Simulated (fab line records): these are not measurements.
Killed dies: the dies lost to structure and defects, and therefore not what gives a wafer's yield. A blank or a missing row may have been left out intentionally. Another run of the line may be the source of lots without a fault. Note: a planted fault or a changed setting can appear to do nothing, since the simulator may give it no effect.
fab line records ; flow n5Finfet ; part 1 of 2: steps 1 to 4 of 6
[record] lots = 22; wafers = 66; lastDay = 18
route steps=1938 shown BEOL_M6@1229 BEOL_M7@1263 BEOL_M8@1378
lots untouched by any fault: they come from a run of this same line in which no faults occurred
startH: start of the lot's first displayed wafer, in hours after the record's first day ; waitH: hours elapsed since this lot's preceding step ; " the same as in the row above ; L1.1+2: a row that stands for several wafers ; - no value, or no start was given ; * or withheld: withheld ; < > ~ a bound
route shown NAME@n: NAME is a module with steps in the file, n the number in the route of the first one ; usual: the fault-free wafers' mean and standard deviation ; same: alike in all rows ; chamber/n: place in a boat ; sites: readings site by site ; _std_site: standard deviation across them ; _edge_site: outer sites' mean less inner sites' ; radiusMm: how far each site lies from the wafer's centre ; mask NAME#n: copy n ; behind: tool/chamber where the wafer was last shaped ; hold: reason for holding the lot/hours on hold/outcome of the hold ; device: names the non-switching transistor (n, p or np) ; end of line: the same wafers' tests at the end of the route ; a step given without rows: its recipe and nothing more ; killed: the dies lost at the first sort to structure and to defects; this is not the yield of the wafer ; map: shows each die of a wafer: x if killed, . if not, _ if none is there
set.NAME: setting as actually run; set.NAME@STEP: the setting as run at that earlier step ; model.NAME: the simulator's own value behind a step, which no gauge read
one table for each step of the route and one row for each wafer, over a sample of lots
services: when a tool's chamber went out of use (startH, in hours from the record's first day, below 0 if earlier), for how many hours, and the reason
[[steps]]
[step N5_BEOL_M6_INSPECT_30]
[recipe] mode = adi; inspectInstrument = brightfield
[usual] rawDefectCount = 392/78
lot.wafer;tool;chamber;startH;waitH;rawDefectCount
L075.3;defectInspect-02;-;181.24;0.0;417
L075.4;defectInspect-02;-;181.24;0.0;453
L075.6;defectInspect-02;-;181.24;0.0;498
L074.2;defectInspect-02;-;196.25;0.0;548
L074.5;defectInspect-02;-;196.25;0.0;390
L074.6;defectInspect-02;-;196.25;0.0;494
L076.1;defectInspect-02;-;197.41;0.1;394
L076.3;defectInspect-02;-;197.41;0.1;381
L076.5;defectInspect-02;-;197.41;0.1;541
L077.1;defectInspect-01;-;198.06;0.1;429
L077.2;defectInspect-01;-;198.06;0.1;516
L077.3;defectInspect-01;-;198.06;0.1;394
L078.1;defectInspect-01;-;209.46;0.1;376
L078.5;defectInspect-01;-;209.46;0.1;461
L078.6;defectInspect-01;-;209.46;0.1;314
L079.3;defectInspect-01;-;212.03;0.0;423
L079.5;defectInspect-01;-;212.03;0.0;366
L079.6;defectInspect-01;-;212.03;0.0;349
L080.3;defectInspect-01;-;220.39;0.0;479
L080.4;defectInspect-01;-;220.39;0.0;376
L080.6;defectInspect-01;-;220.39;0.0;391
L081.3;defectInspect-02;-;225.21;0.0;386
L081.4;defectInspect-02;-;225.21;0.0;391
L081.5;defectInspect-02;-;225.21;0.0;403
L083.2;defectInspect-01;-;230.37;0.0;299
L083.5;defectInspect-01;-;230.37;0.0;285
L083.6;defectInspect-01;-;230.37;0.0;373
L084.1;defectInspect-02;-;243.28;0.1;277
L084.3;defectInspect-02;-;243.28;0.1;386
L084.5;defectInspect-02;-;243.28;0.1;309
L085.1;defectInspect-02;-;248.88;0.1;427
L085.3;defectInspect-02;-;248.88;0.1;510
L085.4;defectInspect-02;-;248.88;0.1;465
L086.2;defectInspect-01;-;257.91;0.0;339
L086.4;defectInspect-01;-;257.91;0.0;390
L086.5;defectInspect-01;-;257.91;0.0;530
L087.1;defectInspect-01;-;280.11;0.1;355
L087.4;defectInspect-01;-;280.11;0.1;394
L087.5;defectInspect-01;-;280.11;0.1;359
L089.1;defectInspect-01;-;284.12;0.1;256
L089.4;defectInspect-01;-;284.12;0.1;261
L089.6;defectInspect-01;-;284.12;0.1;304
L088.2;defectInspect-01;-;284.17;0.0;274
L088.5;defectInspect-01;-;284.17;0.0;331
L088.6;defectInspect-01;-;284.17;0.0;366
L090.2;defectInspect-01;-;287.93;0.0;386
L090.4;defectInspect-01;-;287.93;0.0;268
L090.5;defectInspect-01;-;287.93;0.0;463
L091.2;defectInspect-01;-;290.52;0.0;400
L091.5;defectInspect-01;-;290.52;0.0;413
L091.6;defectInspect-01;-;290.52;0.0;393
L093.1;defectInspect-02;-;301.53;0.1;459
L093.2;defectInspect-02;-;301.53;0.1;344
L093.6;defectInspect-02;-;301.53;0.1;439
L094.1;defectInspect-02;-;306.78;0.1;495
L094.4;defectInspect-02;-;306.78;0.1;347
L094.5;defectInspect-02;-;306.78;0.1;450
L092.4;defectInspect-02;-;307.31;0.0;468
L092.5;defectInspect-02;-;307.31;0.0;284
L092.6;defectInspect-02;-;307.31;0.0;386
L096.3;defectInspect-01;-;322.74;0.0;272
L096.4;defectInspect-01;-;322.74;0.0;327
L096.6;defectInspect-01;-;322.74;0.0;296
L097.2;defectInspect-01;-;324.98;0.0;347
L097.3;defectInspect-01;-;324.98;0.0;368
L097.5;defectInspect-01;-;324.98;0.0;596
[step N5_BEOL_M6_DESCUM_33]
[recipe] chemistry = O2; timeS = 7; sourcePowerW = 50; biasPowerW = 20; pressureMtorr = 20; rfFrequencyHz = 2.712e+07; tempC = 40; resist = CAR-EUV; o2FlowSccm = 225
[usual] drypumpMotorCurrentA = 5.6/0.49; oesProductAu = 0.82/0.081; rfFwdPowerW = 49.40/0.23; rfVppV = 243.5/1.4; showerheadPlenumPTorr = 2.12/0.079; throttleValvePct = 20.25/0.27
lot.wafer;tool;chamber;startH;waitH;drypumpMotorCurrentA;oesProductAu;rfFwdPowerW;rfHoursCounterH;rfVppV;showerheadPlenumPTorr;throttleValvePct
L075.3;rieDiel-06;3;181.41;0.2;6.6;0.70;49.32;217;243.3;2.19;20.85
L075.4;rieDiel-06;3;181.41;0.2;6.6;0.70;49.25;-;243.0;2.19;20.85
L075.6;rieDiel-06;1;181.41;0.2;5.1;0.66;49.51;-;243.6;2.05;20.39
L074.2;rieDiel-02;3;196.93;0.7;5.8;0.80;49.37;114;242.2;2.10;20.12
L074.5;rieDiel-02;2;196.93;0.7;5.3;0.88;49.40;-;244.7;2.24;20.09
L074.6;rieDiel-02;3;196.93;0.7;5.8;0.81;49.33;-;244.3;2.10;20.11
L076.1;rieDiel-05;2;198.03;0.6;5.6;0.79;49.23;114;242.5;2.10;20.33
L076.3;rieDiel-05;1;198.03;0.6;4.9;0.91;49.44;20;243.7;2.05;19.78
L076.5;rieDiel-05;1;198.03;0.6;4.9;0.91;49.36;-;242.4;2.05;19.78
L077.1;rieDiel-02;2;198.95;0.9;5.3;0.87;49.47;46;243.5;2.24;20.09
L077.2;rieDiel-02;3;198.95;0.9;5.8;0.80;49.34;115;242.8;2.10;20.12
L077.3;rieDiel-02;1;198.95;0.9;6.0;0.71;48.87;221;244.2;2.16;20.55
L078.1;rieDiel-05;1;209.50;0.0;4.9;0.89;49.09;28;242.0;2.05;19.80
L078.5;rieDiel-05;1;209.50;0.0;4.9;0.89;49.07;-;243.2;2.05;19.81
L078.6;rieDiel-05;0;209.50;0.0;5.3;0.79;49.50;-;242.6;2.02;20.15
L079.3;rieDiel-02;1;212.74;0.7;6.0;0.69;49.03;228;244.5;2.15;20.54
L079.5;rieDiel-02;1;212.74;0.7;6.0;0.70;48.89;-;243.1;2.15;20.55
L079.6;rieDiel-02;0;212.74;0.7;5.7;0.82;49.49;-;241.1;2.04;20.11
L080.3;rieDiel-05;1;221.04;0.7;4.8;0.88;49.45;35;241.4;2.05;19.80
L080.4;rieDiel-05;3;221.04;0.7;5.4;0.98;49.68;1;242.1;2.07;20.09
L080.6;rieDiel-05;3;221.04;0.7;5.4;0.98;49.28;-;242.0;2.07;20.09
L081.3;rieDiel-02;0;225.24;0.0;5.7;0.81;49.40;87;243.0;2.03;20.12
L081.4;rieDiel-02;2;225.24;0.0;5.3;0.86;49.73;55;245.1;2.24;20.12
L081.5;rieDiel-02;3;225.24;0.0;5.8;0.78;49.47;-;244.3;2.09;20.12
L083.2;rieDiel-06;3;230.41;0.0;6.6;0.70;49.61;227;242.2;2.18;20.86
L083.5;rieDiel-06;3;230.41;0.0;6.6;0.70;49.66;-;245.0;2.18;20.86
L083.6;rieDiel-06;2;230.41;0.0;6.4;0.70;49.61;-;240.4;1.99;21.12
L084.1;rieDiel-05;3;243.31;0.0;5.4;0.94;49.34;10;242.1;2.07;20.11
L084.3;rieDiel-05;2;243.31;0.0;5.6;0.77;49.49;138;242.7;2.10;20.36
L084.5;rieDiel-05;2;243.31;0.0;5.6;0.77;49.60;-;243.6;2.10;20.37
L085.1;rieDiel-02;0;248.91;0.0;5.7;0.80;49.43;96;242.6;2.03;20.13
L085.3;rieDiel-02;2;248.91;0.0;5.3;0.84;49.51;63;244.3;2.24;20.12
L085.4;rieDiel-02;1;248.91;0.0;6.0;0.69;49.20;242;244.4;2.15;20.57
L086.2;rieDiel-02;2;257.94;0.0;5.4;0.84;49.46;67;245.5;2.24;20.12
L086.4;rieDiel-02;0;257.94;0.0;5.7;0.80;49.55;100;240.8;2.03;20.14
L086.5;rieDiel-02;3;257.94;0.0;5.8;0.77;49.30;-;243.0;2.09;20.17
L087.1;rieDiel-05;0;280.15;0.0;5.2;0.76;49.78;146;241.0;2.01;20.19
L087.4;rieDiel-05;1;280.15;0.0;4.9;0.84;49.26;58;243.4;2.04;19.83
L087.5;rieDiel-05;1;280.15;0.0;4.8;0.84;49.29;-;242.5;2.04;19.85
L089.1;rieDiel-02;0;284.16;0.0;5.7;0.79;49.37;110;242.1;2.03;20.15
L089.4;rieDiel-02;0;284.16;0.0;5.7;0.79;49.47;-;242.3;2.03;20.16
L089.6;rieDiel-02;3;284.16;0.0;5.8;0.77;49.23;-;243.0;2.08;20.20
L088.2;rieDiel-06;0;284.20;0.0;5.0;0.84;49.57;85;243.8;2.21;20.13
L088.5;rieDiel-06;3;284.20;0.0;6.6;0.68;49.51;-;244.2;2.18;20.90
L088.6;rieDiel-06;0;284.20;0.0;5.0;0.84;49.71;-;246.2;2.21;20.12
L090.2;rieDiel-06;3;288.08;0.1;6.6;0.69;49.40;249;242.9;2.17;20.90
L090.4;rieDiel-06;1;288.08;0.1;5.1;0.90;49.68;-;241.9;2.05;20.06
L090.5;rieDiel-06;0;288.08;0.1;4.9;0.85;49.45;-;244.7;2.21;20.12
L091.2;rieDiel-02;2;290.55;0.0;5.3;0.82;49.54;80;245.3;2.23;20.15
L091.5;rieDiel-02;2;290.55;0.0;5.3;0.81;49.38;-;245.4;2.23;20.15
L091.6;rieDiel-02;1;290.55;0.0;6.0;0.97;49.00;-;243.4;2.15;20.29
L093.1;rieDiel-05;0;301.56;0.0;5.3;0.77;49.76;154;241.2;2.01;20.22
L093.2;rieDiel-05;3;301.56;0.0;5.4;0.89;49.37;30;242.8;2.06;20.15
L093.6;rieDiel-05;1;301.56;0.0;4.8;0.84;49.10;-;242.3;2.04;19.86
L094.1;rieDiel-02;1;306.88;0.1;6.0;0.93;48.80;5;243.8;2.14;20.31
L094.4;rieDiel-02;2;306.88;0.1;5.4;0.81;49.52;85;243.8;2.23;20.17
L094.5;rieDiel-02;1;306.88;0.1;6.0;0.93;48.98;-;245.6;2.14;20.31
L092.4;rieDiel-02;1;307.42;0.1;6.0;0.93;49.36;5;243.2;2.14;20.30
L092.5;rieDiel-02;2;307.42;0.1;5.4;0.82;49.64;-;244.4;2.23;20.16
L092.6;rieDiel-02;1;307.42;0.1;6.1;0.94;49.04;-;244.6;2.14;20.30
L096.3;rieDiel-06;3;322.78;0.0;6.6;1.03;49.52;2;242.5;2.17;20.50
L096.4;rieDiel-06;2;322.78;0.0;6.4;0.96;49.46;9;245.2;2.25;20.84
L096.6;rieDiel-06;1;322.78;0.0;5.1;0.87;49.79;-;241.4;2.04;20.08
L097.2;rieDiel-06;1;325.23;0.3;5.1;0.87;49.81;33;243.6;2.04;20.09
L097.3;rieDiel-06;0;325.23;0.3;5.0;0.83;49.34;103;244.4;2.20;20.14
L097.5;rieDiel-06;2;325.23;0.3;6.4;0.94;49.41;-;244.2;2.25;20.86
[step N5_BEOL_M6_VIA_ETCH_34]
[recipe] chemistry = C4F6/O2; target = SiCOH_lowk; targetDepthA = 1263; maskMaterial = SOC; taperDeg = 4; timeS = 50.9; ionEnergyEv = 250; pressureMtorr = 30; sourceW = 345; biasW = 185; Ar_flow_sccm = 300; C4F6_flow_sccm = 10; O2_flow_sccm = 10
[usual] drypumpMotorCurrentA = 5.6/0.49; oes_f_703_au = 0.82/0.083; oesProductAu = 0.81/0.08; rfFwdPowerW = 341.6/1.6; rfVppV = 669/18; showerheadPlenumPTorr = 2.87/0.084; throttleValvePct = 20.65/0.29
lot.wafer;tool;chamber;startH;waitH;drypumpMotorCurrentA;oes_f_703_au;oesProductAu;rfFwdPowerW;rfHoursCounterH;rfVppV;showerheadPlenumPTorr;throttleValvePct
L075.3;rieDiel-06;3;181.59;0.0;6.7;0.69;0.70;342.9;217;674;2.91;21.01
L075.4;rieDiel-06;3;181.59;0.0;6.7;0.70;0.69;343.7;-;673;2.91;21.01
L075.6;rieDiel-06;1;181.59;0.0;5.1;0.70;0.66;344.0;-;648;2.79;20.84
L074.2;rieDiel-02;3;197.11;0.0;5.8;0.80;0.80;339.5;114;656;2.86;20.64
L074.5;rieDiel-02;2;197.11;0.0;5.4;0.87;0.87;342.5;-;696;2.98;20.23
L074.6;rieDiel-02;3;197.11;0.0;5.8;0.80;0.79;342.9;-;656;2.86;20.65
L076.1;rieDiel-05;2;198.21;0.0;5.6;0.78;0.78;340.4;114;672;2.88;20.90
L076.3;rieDiel-05;1;198.21;0.0;4.9;0.94;0.92;339.1;20;646;2.78;20.18
L076.5;rieDiel-05;1;198.21;0.0;4.9;0.94;0.92;339.0;-;645;2.78;20.18
L077.1;rieDiel-02;2;199.14;0.0;5.3;0.87;0.87;340.9;46;698;2.98;20.24
L077.2;rieDiel-02;3;199.14;0.0;5.8;0.80;0.79;337.9;115;655;2.86;20.64
L077.3;rieDiel-02;1;199.14;0.0;6.0;0.71;0.71;339.2;221;691;2.91;20.92
L078.1;rieDiel-05;1;209.68;0.0;4.8;0.91;0.90;341.1;28;645;2.78;20.17
L078.5;rieDiel-05;1;209.68;0.0;4.8;0.92;0.89;341.8;-;646;2.78;20.17
L078.6;rieDiel-05;0;209.68;0.0;5.2;0.75;0.77;342.0;-;652;2.78;20.74
L079.3;rieDiel-02;1;212.92;0.0;6.0;0.71;0.70;338.6;228;692;2.91;20.93
L079.5;rieDiel-02;1;212.92;0.0;6.0;0.71;0.70;339.6;-;690;2.91;20.92
L079.6;rieDiel-02;0;212.92;0.0;5.7;0.83;0.82;340.0;-;669;2.78;20.57
L080.3;rieDiel-05;1;221.22;0.0;4.8;0.91;0.88;339.7;35;645;2.77;20.20
L080.4;rieDiel-05;3;221.22;0.0;5.4;0.97;0.96;340.1;1;666;2.82;20.55
L080.6;rieDiel-05;3;221.22;0.0;5.4;0.97;0.96;340.2;-;668;2.82;20.57
L081.3;rieDiel-02;0;225.42;0.0;5.7;0.83;0.83;341.0;87;670;2.77;20.58
L081.4;rieDiel-02;2;225.42;0.0;5.4;0.86;0.86;343.1;55;696;2.98;20.25
L081.5;rieDiel-02;3;225.42;0.0;5.8;0.78;0.79;342.1;-;656;2.85;20.66
L083.2;rieDiel-06;3;230.59;0.0;6.6;0.69;0.70;341.6;227;674;2.91;21.04
L083.5;rieDiel-06;3;230.59;0.0;6.6;0.69;0.70;340.0;-;675;2.91;21.03
L083.6;rieDiel-06;2;230.59;0.0;6.5;0.72;0.69;343.0;-;635;2.72;21.56
L084.1;rieDiel-05;3;243.49;0.0;5.4;0.92;0.92;341.2;11;666;2.81;20.57
L084.3;rieDiel-05;2;243.49;0.0;5.6;0.76;0.76;341.6;138;672;2.87;20.94
L084.5;rieDiel-05;2;243.49;0.0;5.6;0.76;0.76;342.1;-;672;2.87;20.93
L085.1;rieDiel-02;0;249.09;0.0;5.7;0.82;0.81;341.8;96;666;2.77;20.60
L085.3;rieDiel-02;2;249.09;0.0;5.3;0.85;0.84;341.3;63;696;2.97;20.23
L085.4;rieDiel-02;1;249.09;0.0;6.1;0.69;0.70;339.1;242;690;2.90;20.95
L086.2;rieDiel-02;2;258.12;0.0;5.4;0.84;0.85;341.3;67;696;2.97;20.26
L086.4;rieDiel-02;0;258.12;0.0;5.7;0.81;0.80;343.1;100;667;2.77;20.60
L086.5;rieDiel-02;3;258.12;0.0;5.8;0.77;0.77;341.7;-;655;2.85;20.68
L087.1;rieDiel-05;0;280.33;0.0;5.3;0.74;0.75;342.9;147;652;2.76;20.79
L087.4;rieDiel-05;1;280.33;0.0;4.8;0.87;0.84;339.9;58;644;2.76;20.24
L087.5;rieDiel-05;1;280.33;0.0;4.8;0.88;0.84;340.2;-;645;2.76;20.23
L089.1;rieDiel-02;0;284.34;0.0;5.7;0.80;0.80;340.7;110;668;2.76;20.62
L089.4;rieDiel-02;0;284.34;0.0;5.7;0.80;0.79;340.8;-;667;2.76;20.62
L089.6;rieDiel-02;3;284.34;0.0;5.8;0.76;0.77;341.3;-;656;2.84;20.69
L088.2;rieDiel-06;0;284.38;0.0;5.0;0.85;0.85;340.3;86;681;2.99;20.58
L088.5;rieDiel-06;3;284.38;0.0;6.6;0.67;0.68;342.8;-;676;2.90;21.05
L088.6;rieDiel-06;0;284.38;0.0;5.0;0.84;0.85;340.8;-;682;2.99;20.57
L090.2;rieDiel-06;3;288.26;0.0;6.7;0.68;0.68;340.7;249;675;2.90;21.05
L090.4;rieDiel-06;1;288.26;0.0;5.1;0.94;0.90;342.6;-;647;2.78;20.50
L090.5;rieDiel-06;0;288.26;0.0;5.0;0.85;0.84;342.6;-;681;2.99;20.60
L091.2;rieDiel-02;2;290.73;0.0;5.3;0.84;0.82;342.1;80;697;2.96;20.27
L091.5;rieDiel-02;2;290.73;0.0;5.4;0.83;0.83;342.2;-;697;2.96;20.28
L091.6;rieDiel-02;1;290.73;0.0;6.0;0.97;0.96;337.2;-;690;2.90;20.65
L093.1;rieDiel-05;0;301.74;0.0;5.3;0.73;0.75;342.7;154;652;2.76;20.82
L093.2;rieDiel-05;3;301.74;0.0;5.4;0.88;0.88;340.8;30;665;2.81;20.61
L093.6;rieDiel-05;1;301.74;0.0;4.9;0.86;0.83;341.1;-;644;2.76;20.23
L094.1;rieDiel-02;1;307.06;0.0;6.0;0.93;0.94;340.5;5;691;2.90;20.66
L094.4;rieDiel-02;2;307.06;0.0;5.4;0.83;0.81;345.1;85;695;2.96;20.30
L094.5;rieDiel-02;1;307.06;0.0;6.0;0.93;0.94;339.3;-;691;2.90;20.65
L092.4;rieDiel-02;1;307.60;0.0;6.0;0.93;0.93;336.9;6;691;2.90;20.67
L092.5;rieDiel-02;2;307.60;0.0;5.3;0.82;0.82;343.3;-;696;2.96;20.29
L092.6;rieDiel-02;1;307.60;0.0;6.0;0.93;0.93;337.7;-;692;2.90;20.67
L096.3;rieDiel-06;3;322.96;0.0;6.6;0.98;1.01;341.9;2;675;2.89;20.67
L096.4;rieDiel-06;2;322.96;0.0;6.4;0.98;0.95;342.7;9;644;3.05;21.29
L096.6;rieDiel-06;1;322.96;0.0;5.1;0.91;0.87;343.4;-;646;2.78;20.55
L097.2;rieDiel-06;1;325.41;0.0;5.1;0.91;0.88;345.8;34;645;2.78;20.55
L097.3;rieDiel-06;0;325.41;0.0;5.0;0.84;0.83;340.9;103;682;2.99;20.61
L097.5;rieDiel-06;2;325.41;0.0;6.4;0.96;0.94;342.8;-;646;3.05;21.29
[step N5_BEOL_M7_ILD_DEP_00]
[recipe] material = SiCOH_lowk; targetThkA = 1797.5; tempC = 300; precursor = DEMS/porogen; pressureTorr = 5; rfW = 500; timeS = 33.4
[usual] heaterPowerW = 280/28; rfFwdPowerW = 495.2/2.1; showerheadPlenumPTorr = 5.741/0.024; throttleValvePct = 13.7/0.44
lot.wafer;tool;chamber;startH;waitH;heaterPowerW;rfFwdPowerW;showerheadPlenumPTorr;throttleValvePct
L075.3;pecvd-04;2;184.24;0.0;290;494.4;5.741;14.2
L075.4;pecvd-04;0;184.24;0.0;283;499.0;5.717;13.4
L075.6;pecvd-04;2;184.24;0.0;301;494.1;5.745;14.1
L074.2;pecvd-04;1;200.00;0.0;326;494.1;5.725;14.1
L074.5;pecvd-04;1;200.00;0.0;254;493.4;5.719;14.2
L074.6;pecvd-04;2;200.00;0.0;273;495.1;5.748;14.1
L076.1;pecvd-04;2;201.85;0.0;251;496.6;5.763;14.5
L076.3;pecvd-04;0;201.85;0.0;238;493.3;5.718;13.2
L076.5;pecvd-04;2;201.85;0.0;264;495.0;5.761;14.0
L077.1;pecvd-02;1;202.08;0.0;241;492.6;5.705;13.6
L077.2;pecvd-02;0;202.08;0.0;217;495.6;5.735;13.4
L077.3;pecvd-02;2;202.08;0.0;266;494.5;5.731;13.2
L078.1;pecvd-04;0;213.70;0.0;254;499.2;5.703;13.4
L078.5;pecvd-04;0;213.70;0.0;259;499.4;5.702;13.2
L078.6;pecvd-04;2;213.70;0.0;237;495.7;5.745;14.1
L079.3;pecvd-03;2;215.55;0.0;298;498.1;5.777;13.5
L079.5;pecvd-03;2;215.55;0.0;309;499.0;5.749;13.6
L079.6;pecvd-03;0;215.55;0.0;270;492.6;5.778;13.1
L080.3;pecvd-03;2;223.82;0.0;291;495.0;5.780;13.5
L080.4;pecvd-03;0;223.82;0.0;290;493.2;5.783;13.1
L080.6;pecvd-03;1;223.82;0.0;291;496.2;5.758;14.2
L081.3;pecvd-04;0;228.31;0.0;278;495.8;5.705;13.6
L081.4;pecvd-04;0;228.31;0.0;271;497.0;5.706;13.3
L081.5;pecvd-04;2;228.31;0.0;238;497.5;5.766;14.1
L083.2;pecvd-04;1;233.66;0.0;312;492.2;5.721;13.9
L083.5;pecvd-04;0;233.66;0.0;281;496.9;5.715;13.2
L083.6;pecvd-04;2;233.66;0.0;283;496.5;5.733;13.9
L084.1;pecvd-03;0;246.61;0.0;246;494.3;5.772;13.6
L084.3;pecvd-03;2;246.61;0.0;312;499.7;5.765;13.5
L084.5;pecvd-03;0;246.61;0.0;257;493.2;5.775;13.3
L085.1;pecvd-02;0;252.55;0.0;242;497.1;5.746;13.3
L085.3;pecvd-02;0;252.55;0.0;237;495.6;5.736;13.6
L085.4;pecvd-02;2;252.55;0.0;263;491.1;5.746;12.7
L086.2;pecvd-02;2;261.38;0.0;314;493.7;5.742;13.1
L086.4;pecvd-02;0;261.38;0.0;262;497.9;5.748;13.3
L086.5;pecvd-02;0;261.38;0.0;254;497.1;5.726;13.3
L087.1;pecvd-03;1;283.43;0.0;317;493.6;5.748;14.5
L087.4;pecvd-03;2;283.43;0.0;279;496.9;5.755;14.0
L087.5;pecvd-03;0;283.43;0.0;278;493.6;5.771;13.5
L089.1;pecvd-03;0;287.72;0.0;264;494.3;5.796;13.3
L089.4;pecvd-03;1;287.72;0.0;328;495.1;5.746;14.3
L089.6;pecvd-03;2;287.72;0.0;286;499.0;5.752;13.3
L088.2;pecvd-04;2;287.89;0.0;288;494.7;5.745;14.5
L088.5;pecvd-04;2;287.89;0.0;290;492.8;5.782;13.9
L088.6;pecvd-04;1;287.89;0.0;306;494.2;5.714;14.0
L090.2;pecvd-04;1;292.46;0.0;295;497.1;5.730;14.3
L090.4;pecvd-04;2;292.46;0.0;249;494.2;5.740;14.3
L090.5;pecvd-04;0;292.46;0.0;252;498.4;5.726;13.2
L091.2;pecvd-02;2;295.36;0.0;309;492.6;5.744;13.1
L091.5;pecvd-02;1;295.36;0.0;238;490.1;5.705;13.7
L091.6;pecvd-02;0;295.36;0.0;251;495.2;5.738;13.6
L093.1;pecvd-04;1;304.64;0.0;266;495.4;5.743;13.8
L093.2;pecvd-04;2;304.64;0.0;270;495.6;5.763;14.3
L093.6;pecvd-04;1;304.64;0.0;263;495.2;5.722;14.3
L094.1;pecvd-04;2;310.83;0.0;292;494.9;5.759;14.2
L094.4;pecvd-04;2;310.83;0.0;291;496.5;5.754;14.2
L094.5;pecvd-04;0;310.83;0.0;311;499.5;5.715;13.4
L092.4;pecvd-02;1;311.14;0.1;252;490.5;5.712;14.1
L092.5;pecvd-02;2;311.14;0.1;270;495.0;5.746;13.3
L092.6;pecvd-02;0;311.14;0.1;262;498.0;5.736;13.5
L096.3;pecvd-03;2;326.31;0.0;300;496.4;5.763;13.9
L096.4;pecvd-03;1;326.31;0.0;325;496.3;5.749;14.5
L096.6;pecvd-03;0;326.31;0.0;235;493.8;5.778;13.3
L097.2;pecvd-02;0;329.67;0.0;254;492.9;5.743;13.6
L097.3;pecvd-02;2;329.67;0.0;304;493.7;5.747;13.2
L097.5;pecvd-02;1;329.67;0.0;268;491.4;5.720;13.6
